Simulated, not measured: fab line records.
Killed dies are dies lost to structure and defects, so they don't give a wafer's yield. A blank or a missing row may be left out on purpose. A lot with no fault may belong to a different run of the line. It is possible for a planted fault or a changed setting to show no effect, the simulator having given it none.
Comparing a struck lot with a sound one ; flow n5 finfet ; 43 steps out of a route of 1938
Sound: the wafers L422.1, L422.3, L422.6. Struck: wafer L428.1 (L428.4, L428.6, from the same lot, were not struck and are left out); the cause is given at the end.
At each step with rows: each side's tool, then ch and its chambers, then its first start. Under that, the readings that differ: sound wafers ; struck wafers ; difference of the means ; sigmas: that difference in standard deviations of wafers without a fault.
alike: readings with means less than 2 such deviations apart, plus words and numbers identical on both sides. not compared: withheld readings, readings lacking a value on some wafer, bounds such as >300 that could conceal the same value, and numbers that have no deviation in the record and whose values overlap.
A row with sigmas, a row that says differs or no value, or rows on one side alone: a step with any of these is where the two part. When numbers do not overlap yet have no deviation, they are printed without sigmas and do not part them. Lack of a reading on every wafer of one side parts them only where that side has two or more wafers.

first, 11 steps without rows for these wafers: N5_SD_EPI_N_ETCH_45 (etches SiOCN in CH3F/O2, target depth 6 nm); N5_SD_EPI_N_ETCH_16 (etches SiO2 in CHF3/O2, target depth 5 nm); N5_SD_EPI_N_STRIP_47 (strips in CHF3/O2); N5_SD_EPI_N_SD_RECESS_17 (chemistry HBr/Cl2/O2, target depth 41 nm, time 23.7 s, bt time 3 s); N5_SD_EPI_N_STRIP_38 (strips in N2/H2); N5_SD_EPI_N_WET_ETCH_43 (etches SiO2 in dHF, time 14 s, target depth 1.5 nm); N5_SD_EPI_N_STRIP_18 (strips in SPM, time 750 s); N5_SD_EPI_N_SRD_20 (time 30 s); N5_SD_EPI_N_PRECLEAN_48 (cleans in NF3:NH3, afs cycles 2, time 20 s, sublimation time 60 s); N5_SD_EPI_N_VAPOR_ETCH_50 (etches Si in HCl, time 54 s); N5_SD_EPI_N_EPI_21 (deposits Si:P, time 690 s).
N5_SD_EPI_N_PRECLEAN_24: cleans in O3/DIW, time 60 s.
  sound on wet bench-06 ch 1,2,3, day 3 14:46; struck on wet bench-06 ch 0,2,4, day 5 03:17
then, 3 steps without rows for these wafers: N5_SD_EPI_N_SRD_25 (time 30 s); N5_SD_EPI_N_PRECLEAN_49 (cleans in NF3:NH3, afs cycles 1, time 20 s, sublimation time 60 s); N5_SD_EPI_N_LINER_46 (material SiNx, target thk 3 nm).
N5_SD_EPI_N_INSPECT_26: inspects for defects (darkfield).
  struck on defect inspect-01, day 5 04:14; sound on defect inspect-02, day 3 15:16
reading;sound;struck;difference;sigmas
raw defect count;219 208 226;861;+643;+20
then, 8 steps without rows for these wafers: N5_SD_EPI_P_COAT_34 (time 60 s, resist thk 350 nm); N5_SD_EPI_P_COAT_35 (time 60 s, resist thk 35 nm); N5_SD_EPI_P_COAT_03 (resist thk 150 nm); N5_SD_EPI_P_EBR_05; N5_SD_EPI_P_SOFTBAKE_04 (time 60 s); N5_SD_EPI_P_EXPOSE_06 (exposes mask SD P BLK, target cd 240 nm); N5_SD_EPI_P_PEB_07 (peb time 60 s); N5_SD_EPI_P_DEVELOP_08 (develop time 30 s).
N5_SD_EPI_P_INSPECT_11: inspects for defects (macro).
  struck on defect inspect-01, day 5 04:34; sound on defect inspect-02, day 3 15:44
reading;sound;struck;difference;sigmas
raw defect count;1 5 3;>300;differs;
then, 14 steps without rows for these wafers: N5_SD_EPI_P_DESCUM_14 (chemistry O2, time 7.9 s); N5_SD_EPI_P_ETCH_36 (etches SiARC in CF4, target depth 45.5 nm, time 75.8 s); N5_SD_EPI_P_ETCH_37 (etches SOC in N2/H2, overetch 108 nm, time 486 s); N5_SD_EPI_P_STRIP_38 (strips in N2/H2); N5_SD_EPI_P_ETCHBACK_46 (etches SiNx in CH3F/O2, stops on SiO2, target depth 17.5 nm); N5_SD_EPI_P_ETCH_47 (etches SiOCN in CH3F/O2, target depth 25 nm); N5_SD_EPI_P_ETCH_16 (etches SiO2 in CHF3/O2, target depth 5 nm); N5_SD_EPI_P_STRIP_50 (strips in CHF3/O2); N5_SD_EPI_P_SD_RECESS_17 (chemistry HBr/Cl2/O2, target depth 39.1 nm, bt time 3 s); N5_SD_EPI_P_WET_ETCH_45 (etches SiO2 in dHF, time 10.7 s, target depth 2 nm, rinse time 30 s); N5_SD_EPI_P_STRIP_40 (strips in N2/H2); N5_SD_EPI_P_PRECLEAN_52 (cleans in O3/DIW, time 60 s); N5_SD_EPI_P_SRD_20 (time 30 s); N5_SD_EPI_P_PRECLEAN_51 (cleans in NF3:NH3, afs cycles 1, time 20 s, sublimation time 60 s).
N5_SD_EPI_P_INSPECT_26: inspects for defects (darkfield).
  struck on defect inspect-01, day 5 08:19; sound on defect inspect-02, day 3 20:20
reading;sound;struck;difference;sigmas
raw defect count;140 163 174;866;+707;+21
N5_SD_ACTIVATION_INSPECT_02: inspects for defects (darkfield).
  struck on defect inspect-02, day 5 09:17; sound on defect inspect-02, day 3 21:14
reading;sound;struck;difference;sigmas
raw defect count;152 170 186;830;+661;+19
-- the record jumps here: 4 days lie between the struck wafers' starts before and after (it left off in module SD_ACTIVATION and takes up again in module BEOL_M4, whose first step shown is number 1111 of the route) --
N5_BEOL_M4_RC_MEAS_101:
  sound on prober-02 ch 0, day 8 05:22; struck on prober-02 ch 0, day 9 15:07
  alike: DIBL_N, DIBL_P, IOFF_N, IOFF_P, ION_N, ION_P, SS_N, SS_P, VT_N, VT_P
-- record jumps: 3 days separate the struck wafers' starts on either side; left off in module BEOL_M4, taken up again in module PASSIVATION, whose first shown step is the route's number 1936 --
N5_PASSIVATION_PROBE_49:
  struck on prober-02, day 13 02:29; sound on prober-01, day 11 18:36
reading;sound;struck;difference;sigmas
killed_at_M0_to_M3;28 39 45;18;-19;-2
killed at front end;42 49 44;102;+57;+4
killed on rim;14 17 17;31;+15;+4
killed open;71 74 77;37;-37;-3
  alike: defect limited yield, killed_at_M4_up, killed at contacts, killed at other, killed dies, killed short, sort_bin_5_function, sort_bin_6_memory, sort_bin_8_speed, sort n pass, sort yield pct

WHERE THEY PART
First at N5_SD_EPI_N_INSPECT_26; last, within this record, at N5_PASSIVATION_PROBE_49.

WHY: what the simulator had put in
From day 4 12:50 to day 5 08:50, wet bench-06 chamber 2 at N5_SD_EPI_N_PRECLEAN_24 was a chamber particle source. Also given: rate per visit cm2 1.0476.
